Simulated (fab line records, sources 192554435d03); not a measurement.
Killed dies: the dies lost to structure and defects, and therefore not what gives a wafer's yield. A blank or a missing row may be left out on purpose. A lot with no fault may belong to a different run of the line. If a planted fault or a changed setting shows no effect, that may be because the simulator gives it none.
fab line records | flow n5-finfet
record lots=7 wafers=21
route steps=1938 shown SD_EPI_P@321 SD_ACTIVATION@330 HKMG_FIN@395 GATE_CUT@490 MOL_CONTACT_COAG@559
start-h: hours from the record's opening day to when the first of the lot's shown wafers began | wait-h: hours from the lot's prior step to this one | " repeats the value in the row above | L1.1+2: a single row standing in for several wafers | - either no value or no given start | * or withheld: withheld | < > ~ a bound
route shown NAME@n: a module of which the file shows steps, and the number in the route of the first | usual: mean/standard deviation of fault-free wafers | same: alike in all rows | chamber/n: place in a boat | sites: each site's reading | _std_site: standard deviation of those values | _edge_site: mean of outer sites minus mean of inner sites | radius-mm: how far each site lies from the wafer's centre | mask NAME#n: copy n | behind: tool/chamber where the wafer was last shaped | hold: why the lot went on hold/how many hours it stayed there/how the hold came to an end | device: transistor that didn't switch, given as n, p or np | end of line: the tests these same wafers got at the end of their route | a step with no rows: only its recipe | killed: count of dies lost to structure and defects at first sort (not the wafer's yield) | map: the dies of a wafer, with x for killed, . for not killed, _ for no die there
set.NAME: the setting that was run; set.NAME@STEP: the one run at that earlier step | model.NAME: the simulator's own value behind a step, which no gauge read
one table per step and one row per wafer, for lots whose settings were changed on purpose
## steps
# step N5_SD_EPI_P_EPI_21
# recipe material=SiGe:B dopant=B temp-c=550 pressure-torr=20 ambient=H2 time-s=355
# columns lot.wafer tool chamber start-h wait-h set.time-s model.SiGe-B_of_SD_EPI_P_EPI_21.thk-nm
L075.1 epi-rpcvd-04 0 64.55 0.1 402 66.6
L075.3 " 0 " " 402 67
L075.4 " 0 " " 355 60.6
L077.2 epi-rpcvd-03 0 75.86 0.5 355 60.6
L077.3 " 0 " " 376.7 63.4
L077.6 " 0 77.30 1.8 355 61
L078.2 epi-rpcvd-04 0 82.58 0.5 410.1 67.4
L078.4 " 0 " " 410.1 67
L078.5 " 0 " " 355 60.6
L082.2 epi-rpcvd-03 0 104.81 0.5 355 61.4
L082.4 " 0 " " 355 62
L082.6 " 0 " " 355 62.2
L084.1 epi-rpcvd-03 0 116.01 0.1 355 60
L084.3 " 0 " " 355 60.8
L084.6 " 0 117.81 1.8 355 60.6
L091.1 epi-rpcvd-03 0 157.62 0.1 355 60
L091.2+3 " 0 " " 355 59.8
L095.3 epi-rpcvd-03 0 182.70 0.8 355 61
L095.5+6 " 0 " " 355 60.6
# step N5_SD_EPI_P_EPI_MEAS_23
# recipe mode=xrd
# usual thk-nm=61.2/1.3
# columns lot.wafer tool chamber start-h wait-h set.time-s@SD_EPI_P_EPI_21 thk-nm
L075.1 film-metro-02 - 66.75 1.8 402 67.2
L075.3 " - " " 402 65.9
L075.4 " - " " 355 58.0
L077.2 film-metro-02 - 77.70 1.5 355 61.1
L077.3 " - " " 376.7 63.0
L077.6 " - " " 355 60.7
L078.2 film-metro-02 - 84.42 1.5 410.1 68.2
L078.4 " - " " 410.1 66.9
L078.5 " - " " 355 60.1
L082.2 film-metro-02 - 106.64 1.5 355 61.2
L082.4 " - " " 355 60.9
L082.6 " - " " 355 62.2
L084.1 film-metro-01 - 118.20 1.8 355 60.6
L084.3 " - " " 355 63.0
L084.6 " - " " 355 61.1
L091.1 film-metro-01 - 159.81 1.8 355 60.2
L091.2 " - " " 355 58.7
L091.3 " - " " 355 58.9
L095.3 film-metro-02 - 184.18 1.1 355 61.1
L095.5 " - " " 355 63.9
L095.6 " - " " 355 60.2
# step N5_SD_EPI_P_HM_STRIP_48
# recipe chemistry=H3PO4 temp-c=160 material=SiNx target=SiNx target-depth-a=30 overetch-fraction=0.3
# columns lot.wafer tool chamber start-h wait-h set.epi-growth-time-s@SD_EPI_N_EPI_21 set.time-s@SD_EPI_P_EPI_21 model.SiGe-B_of_SD_EPI_P_EPI_21.thk-nm model.Si-P_of_SD_EPI_N_EPI_21.thk-nm
L075.1 wet-bench-05 5 66.79 0.0 690 402 66.4 58.8
L075.3 " 7 " " 690 402 66.8 58.8
L075.4 " 0 " " 726.7 355 60.2 61
L077.2 wet-bench-03 3 77.74 0.0 690 355 60.2 58.6
L077.3 " 7 " " 690 376.7 63 59.4
L077.6 " 2 " " 690 355 60.6 59
L078.2 wet-bench-06 0 84.45 0.0 731.4 410.1 67.2 61
L078.4 " 1 " " 690 410.1 66.8 57.8
L078.5 " 7 " " 731.4 355 60.4 60.8
L082.2 wet-bench-06 6 106.68 0.0 690 355 61.2 58.2
L082.4 " 0 " " 690 355 61.8 57.2
L082.6 " 4 " " 716.5 355 61.8 59.2
L084.1 wet-bench-03 1 118.24 0.0 719 355 59.8 58.8
L084.3 " 5 " " 690 355 60.6 57.6
L084.6 " 7 " " 690 355 60.2 57.6
L091.1 wet-bench-03 4 159.85 0.0 690 355 59.8 57.8
L091.2+3 " 5,1 " " 690 355 59.6 58.4
L095.3 wet-bench-03 3 184.21 0.0 690 355 60.8 58.8
L095.5 " 5 " " 690 355 60.4 58.2
L095.6 " 2 " " 690 355 60.2 58.2
# step N5_SD_EPI_P_SRD_49
# recipe dry=ipa-marangoni time-s=30 temp-c=23 rinse-liquid=diw
# step N5_SD_EPI_P_PRECLEAN_24
# recipe chemistry=O3/DIW time-s=45 temp-c=22 o3-ppm=10
# columns lot.wafer tool chamber start-h wait-h set.epi-growth-time-s@SD_EPI_N_EPI_21 model.Si-P_of_SD_EPI_N_EPI_21.thk-nm
L075.1 wet-bench-05 5 66.86 0.0 690 58.6
L075.3 " 7 " " 690 58.8
L075.4 " 0 " " 726.7 61
L077.2 wet-bench-03 3 77.81 0.0 690 58.6
L077.3 " 7 " " 690 59.2
L077.6 " 2 " " 690 58.8
L078.2 wet-bench-06 0 84.52 0.0 731.4 60.8
L078.4 " 1 " " 690 57.6
L078.5 " 7 " " 731.4 60.6
L082.2 wet-bench-06 6 106.75 0.0 690 58
L082.4 " 0 " " 690 57
L082.6 " 4 " " 716.5 59
L084.1 wet-bench-03 1 118.31 0.0 719 58.6
L084.3+6 " 5,7 " " 690 57.4
L091.1 wet-bench-03 4 159.92 0.0 690 57.6
L091.2+3 " 5,1 " " 690 58.2
L095.3 wet-bench-03 3 184.29 0.0 690 58.6
L095.5+6 " 5,2 " " 690 58.2
# step N5_SD_EPI_P_PRECLEAN_32
# recipe chemistry=dHF time-s=10 dilution=500:1 temp-c=25
# step N5_SD_EPI_P_PRECLEAN_33
# recipe chemistry=SC2 time-s=45 temp-c=35 mix=1:1:50
# step N5_SD_ACTIVATION_RTA_00
# recipe temp-c=975 time-s=0 ambient=N2 idle-temp-c=600 ramp-up-c-per-s=150 ramp-down-c-per-s=60 cool-to-c=600
# step N5_SD_ACTIVATION_LSA_01
# recipe temp-c=1080 time-s=0.0008 ambient=N2
# step N5_SD_ACTIVATION_RS_MEAS_03
# recipe thk-meas-gauge=four-point-probe
# usual RS_SD_N=21.96/0.24 RS_SD_P=56.0/0.76
# columns lot.wafer tool chamber start-h wait-h set.epi-growth-time-s@SD_EPI_N_EPI_21 set.time-s@SD_EPI_P_EPI_21 RS_SD_N[ohm/sq] RS_SD_P[ohm/sq]
L075.1 film-metro-01 - 67.36 0.2 690 402 21.78 51.7
L075.3 " - " " 690 402 21.66 50.8
L075.4 " - " " 726.7 355 21.00 56.2
L077.2 film-metro-02 - 78.34 0.2 690 355 21.69 56.0
L077.3 " - " " 690 376.7 21.40 53.5
L077.6 " - " " 690 355 21.58 55.6
L078.2 film-metro-02 - 85.05 0.2 731.4 410.1 21.01 51.1
L078.4 " - " " 690 410.1 22.32 51.3
L078.5 " - " " 731.4 355 21.19 57.2
L082.2 film-metro-02 - 107.42 0.2 690 355 21.90 57.1
L082.4 " - " " 690 355 22.23 55.8
L082.6 " - " " 716.5 355 21.46 56.5
L084.1 film-metro-02 - 119.04 0.2 719 355 21.87 56.5
L084.3 " - " " 690 355 22.12 56.5
L084.6 " - " " 690 355 22.17 56.4
L091.1 film-metro-02 - 160.43 0.2 690 355 22.22 57.6
L091.2 " - " " 690 355 21.86 57.5
L091.3 " - " " 690 355 21.88 57.4
L095.3 film-metro-02 - 184.89 0.2 690 355 22.06 56.3
L095.5 " - " " 690 355 22.10 56.7
L095.6 " - " " 690 355 21.92 57.2
# step N5_HKMG_FIN_EXPOSE_46
# recipe mask-id=NDIPOLE na=1.35 source-shape=conventional sigma-outer=0.8 polarization=unpolarized dose-mj=40
# columns lot.wafer tool chamber start-h wait-h mask set.dose-mj
L075.1+3+4 arfi-scanner-01 0 80.06 - NDIPOLE#0 37.14
L077.2+6 arfi-scanner-03 0 91.72 - NDIPOLE#0 37.39
L077.3 " 0 " " NDIPOLE#0 40
L078.2 arfi-scanner-03 0 98.64 - NDIPOLE#0 38.43
L078.4+5 " 0 " " NDIPOLE#0 40
L082.2+4 arfi-scanner-03 0 119.99 - NDIPOLE#0 38.26
L082.6 " 0 " " NDIPOLE#0 40
L084.1+3+6 arfi-scanner-01 0 131.49 - NDIPOLE#0 40
L091.1+2+3 arfi-scanner-03 0 173.26 - NDIPOLE#0 40
L095.3+5+6 arfi-scanner-01 0 198.19 - NDIPOLE#0 40
# step N5_HKMG_FIN_PEB_47
# recipe peb-temp-c=withheld peb-time-s=60 resist=CAR-ArF
# step N5_HKMG_FIN_DEVELOP_48
# recipe develop-time-s=30 developer=TMAH resist=CAR-ArF rinse-liquid=diw dry=air-spin dev-temp-c=23
# step N5_HKMG_FIN_CD_MEAS_49
# recipe target-cd-nm=202 landing-energy-ev=500 detector=se-inlens polarity=opening
# usual cd-nm=201.8/0.86
# columns lot.wafer tool chamber start-h wait-h set.dose-mj@HKMG_FIN_EXPOSE_46 cd-nm
L075.1 cd-sem-02 0 80.18 - 37.14 198.2
L075.3 " 0 " " 37.14 196.1
L075.4 " 0 " " 37.14 197.1
L077.2 cd-sem-01 0 91.84 - 37.39 197.5
L077.3 " 0 " " 40 202.1
L077.6 " 0 " " 37.39 198.5
L078.2 cd-sem-02 0 98.76 - 38.43 199.5
L078.4 " 0 " " 40 202.5
L078.5 " 0 " " 40 202.3
L082.2 cd-sem-02 0 120.12 - 38.26 198.4
L082.4 " 0 " " 38.26 199.8
L082.6 " 0 " " 40 202.4
L084.1 cd-sem-02 0 131.61 - 40 200.9
L084.3 " 0 " " 40 201.2
L084.6 " 0 " " 40 201.2
L091.1 cd-sem-01 0 173.39 - 40 203.8
L091.2 " 0 " " 40 203.4
L091.3 " 0 " " 40 202.3
L095.3 cd-sem-01 0 198.31 - 40 203.4
L095.5 " 0 " " 40 203.4
L095.6 " 0 " " 40 202.7
# step N5_HKMG_FIN_ETCH_55
# recipe chemistry=N2/H2 target=SOC target-depth-a=2400 temp-c=40 time-s=300 ion-energy-ev=200 mask-material=SiARC pressure-mtorr=30 source-w=840 bias-w=150 n2-flow-sccm=200 h2-flow-sccm=200
# usual rf-vpp-V=525.1/2.1
# columns lot.wafer tool chamber start-h wait-h set.bias-w set.dose-mj@HKMG_FIN_EXPOSE_46 rf-vpp-V model.HKMG_FIN.cd-offset-nm
L075.1 rie-diel-05 3 80.36 0.0 150 37.14 519.4 -3
L075.3 " 1 " " 150 37.14 526.6 -5.6
L075.4 " 0 " " 150 37.14 526.9 -5.6
L077.2 rie-diel-06 0 92.02 0.0 172.9 37.39 572.9 -5.6
L077.3 " 1 " " 172.9 40 573.3 -1.2
L077.6 " 1 " " 172.9 37.39 572.0 -4.2
L078.2 rie-diel-05 1 98.94 0.0 150 38.43 525.9 -2.4
L078.4 " 0 " " 150 40 526.6 0.4
L078.5 " 0 " " 172.8 40 577.2 -0.2
L082.2 rie-diel-06 2 120.29 0.0 167.6 38.26 565.1 -4
L082.4 " 1 " " 150 38.26 523.0 -3.2
L082.6 " 3 " " 150 40 524.1 0.4
L084.1 rie-diel-04 3 131.90 0.0 126.9 40 471.1 -0.4
L084.3 " 2 " " 126.9 40 473.3 -0.8
L084.6 " 1 " " 150 40 527.4 -0.6
L091.1 rie-diel-05 1 173.57 0.0 150 40 525.4 1.8
L091.2 " 2 " " 150 40 526.4 1.4
L091.3 " 3 " " 150 40 528.9 0.8
L095.3 rie-diel-06 0 198.48 0.0 150 40 524.5 1.2
L095.5 " 0 " " 150 40 524.8 1
L095.6 " 3 " " 150 40 522.0 0.6
# step N5_HKMG_FIN_ETCH_35
# recipe chemistry=N2/H2 target=SOC target-depth-a=2158 ion-energy-ev=65 bias-w=5 source-w=3000 time-s=243.4 pressure-mtorr=30 n2-flow-sccm=200 h2-flow-sccm=200
# columns lot.wafer tool chamber start-h wait-h set.time-s model.HKMG_FIN.feature-depth-nm model.etch.depth-nm model.SOC_of_HKMG_FIN_COAT_29.thk-nm
L075.1 rie-diel-06 3 84.09 0.0 270.2 254 253.9 46.2
L075.3 " 3 " " 243.4 227.6 227.6 71.2
L075.4 " 2 " " 270.2 244.4 244.4 55.6
L077.2 rie-diel-05 2 95.71 0.0 243.4 225 225 74.2
L077.3 " 0 " " 243.4 221.6 221.6 77.4
L077.6 " 3 " " 243.4 209.4 209.5 89.8
L078.2 rie-diel-04 2 102.60 0.0 243.4 209 209 90.4
L078.4 " 1 " " 243.4 215.8 215.9 83
L078.5 " 2 " " 243.4 208 207.9 90.8
L082.2 rie-diel-06 1 124.68 0.0 243.4 201.6 201.5 96.8
L082.4 " 2 " " 269.4 249.2 249.1 48.6
L082.6 " 1 " " 243.4 202.6 202.7 95.8
L084.1 rie-diel-04 3 135.70 0.0 290.7 246.6 246.5 50.4
L084.3 " 2 " " 243.4 206 205.9 92.6
L084.6 " 1 " " 243.4 214.4 214.3 84.6
L091.1 rie-diel-05 3 177.47 0.0 243.4 218.4 218.4 82
L091.2 " 2 " " 243.4 223.8 223.8 76
L091.3 " 1 " " 263.4 234.8 234.9 65.6
L095.3 rie-diel-05 1 202.36 0.0 243.4 223.4 223.3 78
L095.5 " 3 " " 243.4 218.4 218.5 81.8
L095.6 " 0 " " 243.4 219 218.9 80.6
# step N5_GATE_CUT_DESCUM_18
# recipe chemistry=O2 time-s=7 source-power-w=50 bias-power-w=20 pressure-mtorr=20 rf-frequency-hz=2.712e+07 temp-c=40 resist=CAR-EUV o2-flow-sccm=225
# columns lot.wafer tool chamber start-h wait-h set.time-s model.CAR-EUV_of_GATE_CUT_COAT_07.thk-nm
L075.1+4 rie-diel-01 1,0 92.79 0.0 7 26
L075.3 " 3 " " 5.612 26.8
L077.2+3 rie-diel-01 0,1 104.19 0.0 7 26
L077.6 " 3 " " 5.817 26.8
L078.2+4 rie-diel-02 1,2 110.60 0.0 8.466 25.2
L078.5 " 3 " " 7 26
L082.2 rie-diel-03 0 132.86 0.0 7 26.2
L082.4+6 " 2,1 " " 7 26
L084.1+3 rie-diel-02 2,0 144.69 0.0 7 26
L084.6 " 3 " " 6.389 26.4
L091.1 rie-diel-03 3 185.46 0.0 5.726 26.4
L091.2+3 " 0,1 " " 7 26
L095.3+5+6 rie-diel-01 1,2,3 210.66 0.3 7 26
# step N5_GATE_CUT_ETCH_28
# recipe chemistry=N2/H2 target=underlayer target-depth-a=130 mask-material=CAR-EUV time-s=10.4 ion-energy-ev=200 pressure-mtorr=30 source-w=840 bias-w=150 n2-flow-sccm=200 h2-flow-sccm=200 ends=cleared
# columns lot.wafer tool chamber start-h wait-h set.time-s@GATE_CUT_DESCUM_18 model.CAR-EUV_of_GATE_CUT_COAT_07.thk-nm
L075.1 rie-diel-01 1 92.83 0.0 7 14.2
L075.3 " 3 " " 5.612 15.4
L075.4 " 0 " " 7 14.6
L077.2 rie-diel-01 0 104.22 0.0 7 14.6
L077.3 " 1 " " 7 14.4
L077.6 " 3 " " 5.817 15.4
L078.2+4 rie-diel-02 1,2 110.64 0.0 8.466 13.8
L078.5 " 3 " " 7 14.6
L082.2 rie-diel-03 0 132.90 0.0 7 14.8
L082.4+6 " 2,1 " " 7 14.6
L084.1+3 rie-diel-02 2,0 144.73 0.0 7 14.6
L084.6 " 3 " " 6.389 15
L091.1 rie-diel-03 3 185.49 0.0 5.726 15
L091.2+3 " 0,1 " " 7 14.6
L095.3 rie-diel-01 1 210.69 0.0 7 14.4
L095.5 " 2 " " 7 14.6
L095.6 " 3 " " 7 14.8
# step N5_GATE_CUT_ETCH_36
# recipe chemistry=CF4 target=SiARC target-depth-a=130 mask-material=CAR-EUV time-s=21.7 ion-energy-ev=80 pressure-mtorr=40 source-w=545 bias-w=36 Ar_flow_sccm=100 cf4-flow-sccm=100 ends=cleared
# columns lot.wafer tool chamber start-h wait-h set.cf4-flow-sccm set.time-s@GATE_CUT_DESCUM_18 model.CAR-EUV_of_GATE_CUT_COAT_07.thk-nm
L075.1 rie-diel-01 1 92.85 0.0 80.94 7 6.6
L075.3 " 3 " " 80.94 5.612 7.6
L075.4 " 0 " " 100 7 7
L077.2 rie-diel-01 0 104.24 0.0 100 7 7
L077.3 " 1 " " 82.96 7 6.6
L077.6 " 3 " " 100 5.817 7.6
L078.2 rie-diel-02 1 110.66 0.0 100 8.466 6.2
L078.4 " 2 " " 81.04 8.466 6.2
L078.5 " 3 " " 81.04 7 7
L082.2 rie-diel-03 0 132.92 0.0 86.84 7 7
L082.4+6 " 2,1 " " 100 7 7
L084.1 rie-diel-02 2 144.75 0.0 119.5 7 7
L084.3 " 0 " " 100 7 6.8
L084.6 " 3 " " 100 6.389 7.2
L091.1 rie-diel-03 3 185.51 0.0 100 5.726 7.2
L091.2+3 " 0,1 " " 100 7 7
L095.3 rie-diel-01 1 210.71 0.0 100 7 6.8
L095.5+6 " 2,3 " " 100 7 7
# step N5_MOL_CONTACT_COAG_ALD_27
# recipe material=SiOC target-thk-a=170 temp-c=400 ald-precursor-family=carbosiloxane ald-co-reactant=H2-plasma pulse-time-s=1.5 time-s=2720 purge-time-s=2 co-reactant-purge-time-s=2 ald-cycles=340 pressure-torr=2
# columns lot.wafer tool chamber start-h wait-h set.ald-cycles model.SiOC_of_MOL_CONTACT_COAG_ALD_27.thk-nm
L075.1+3+4 ald-sin-03 3,1,0 101.91 0.0 340 16.8
L077.2 ald-sin-03 0 117.15 0.0 340 17
L077.3 " 2 " " 302 15.2
L077.6 " 2 " " 302 15
L078.2+4+5 ald-sin-04 2,0,2 120.17 0.0 340 17
L082.2+4 ald-sin-01 2,1 144.47 0.4 340 17
L082.6 " 0 " " 388 19.4
L084.1+6 ald-sin-04 2,3 157.08 0.1 361 18.2
L084.3 " 3 " " 361 18
L091.1+3 ald-sin-04 1,0 196.26 0.0 340 17
L091.2 " 3 " " 382 19
L095.3 ald-sin-03 1 221.51 0.0 340 16.8
L095.5+6 " 3,2 " " 340 17
# step N5_MOL_CONTACT_COAG_COAT_78
# recipe resist=CAR-EUV spin-rpm=1500 resist-thk-nm=40
# columns lot.wafer tool chamber start-h wait-h set.spin-rpm model.CAR-EUV_of_MOL_CONTACT_COAG_COAT_78.thk-nm
L075.1 litho-track-02 0 - - 1500 40
L075.3 " 0 " " 1565 39.4
L075.4 " 0 " " 1565 39.2
L077.2+3+6 litho-track-05 0 - - 1500 40.2
L078.2+4+5 litho-track-02 0 - - 1500 40
L082.2 litho-track-02 0 - - 1500 40.2
L082.4 " 0 " " 1500 39.8
L082.6 " 0 " " 1367 42
L084.1 litho-track-05 0 - - 1500 39.8
L084.3 " 0 " " 1500 40
L084.6 " 0 " " 1668 37.8
L091.1+2+3 litho-track-02 0 - - 1500 40
L095.3 litho-track-05 0 - - 1500 40.2
L095.5+6 " 0 " " 1500 40
# step N5_MOL_CONTACT_COAG_CVD_140
# recipe material=W target-thk-a=665 mode=selective-fill temp-c=300 time-s=215
# columns lot.wafer tool chamber start-h wait-h set.target-thk-a model.W_of_MOL_CONTACT_COAG_CVD_140.thk-nm
L075.1 cvd-w-01 1 107.45 0.1 665 67.8
L075.3 " 1 " " 665 66.6
L075.4 " 0 " " 665 65.2
L077.2 cvd-w-01 1 123.01 0.1 665 67
L077.3 " 1 " " 665 67.8
L077.6 " 1 " " 665 67.2
L078.2 cvd-w-01 1 125.76 0.1 665 67.8
L078.4 " 0 " " 753.7 75.2
L078.5 " 1 " " 665 68
L082.2 cvd-w-01 1 150.36 0.1 665 67.4
L082.4 " 0 " " 618.8 63.4
L082.6 " 0 " " 618.8 62.2
L084.1 cvd-w-01 0 162.67 0.1 665 66
L084.3 " 0 " " 736.8 74.4
L084.6 " 0 " " 736.8 73.8
L091.1+2+3 cvd-w-01 0 201.72 0.1 665 65.8
L095.3+5 cvd-w-01 1 227.01 0.1 665 66.8
L095.6 " 0 " " 665 66
## key
split step=N5_SD_EPI_P_EPI_21 setting=time-s stated=355 by=wafer
response step=N5_SD_EPI_P_EPI_21 reading=model.SiGe-B_of_SD_EPI_P_EPI_21.thk-nm change=+0.442 per=1% r=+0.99
response step=N5_SD_EPI_P_EPI_MEAS_23 reading=thk-nm change=* per=1% r=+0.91
response step=N5_SD_EPI_P_HM_STRIP_48 reading=model.SiGe-B_of_SD_EPI_P_EPI_21.thk-nm change=+0.448 per=1% r=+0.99
response step=N5_SD_ACTIVATION_RS_MEAS_03 reading=RS_SD_P change=-0.38 per=1% r=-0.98
split step=N5_HKMG_FIN_EXPOSE_46 setting=dose-mj stated=40 by=wafer
response step=N5_HKMG_FIN_CD_MEAS_49 reading=cd-nm change=+0.68 per=1% r=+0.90
response step=N5_HKMG_FIN_ETCH_55 reading=model.HKMG_FIN.cd-offset-nm change=+0.668 per=1% r=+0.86
split step=N5_HKMG_FIN_ETCH_55 setting=bias-w stated=150 by=wafer
response step=N5_HKMG_FIN_ETCH_55 reading=rf-vpp-V change=+3.48 per=1% r=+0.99
split step=N5_HKMG_FIN_ETCH_35 setting=time-s stated=243.4 by=wafer
response step=N5_HKMG_FIN_ETCH_35 reading=model.HKMG_FIN.feature-depth-nm change=+2.29 per=1% r=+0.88
response step=N5_HKMG_FIN_ETCH_35 reading=model.etch.depth-nm change=+2.29 per=1% r=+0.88
response step=N5_HKMG_FIN_ETCH_35 reading=model.SOC_of_HKMG_FIN_COAT_29.thk-nm change=-2.33 per=1% r=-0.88
split step=N5_GATE_CUT_DESCUM_18 setting=time-s stated=7 by=wafer
response step=N5_GATE_CUT_DESCUM_18 reading=model.CAR-EUV_of_GATE_CUT_COAT_07.thk-nm change=-0.0373 per=1% r=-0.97
response step=N5_GATE_CUT_ETCH_28 reading=model.CAR-EUV_of_GATE_CUT_COAT_07.thk-nm change=-0.041 per=1% r=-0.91
response step=N5_GATE_CUT_ETCH_36 reading=model.CAR-EUV_of_GATE_CUT_COAT_07.thk-nm change=-0.0344 per=1% r=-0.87
split step=N5_GATE_CUT_ETCH_36 setting=cf4-flow-sccm stated=100 by=wafer
response none clear
split step=N5_MOL_CONTACT_COAG_ALD_27 setting=ald-cycles stated=340 by=wafer
response step=N5_MOL_CONTACT_COAG_ALD_27 reading=model.SiOC_of_MOL_CONTACT_COAG_ALD_27.thk-nm change=+0.167 per=1% r=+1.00
split step=N5_MOL_CONTACT_COAG_COAT_78 setting=spin-rpm stated=1500 by=wafer
response step=N5_MOL_CONTACT_COAG_COAT_78 reading=model.CAR-EUV_of_MOL_CONTACT_COAG_COAT_78.thk-nm change=-0.199 per=1% r=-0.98
split step=N5_MOL_CONTACT_COAG_CVD_140 setting=target-thk-a stated=665 by=wafer
response step=N5_MOL_CONTACT_COAG_CVD_140 reading=model.W_of_MOL_CONTACT_COAG_CVD_140.thk-nm change=+0.632 per=1% r=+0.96
split outside-this-file step=N5_SD_EPI_N_EPI_21 setting=epi-growth-time-s
# split outside-this-file: this setting was split too, and the file shows its column; the key of that split is in another file
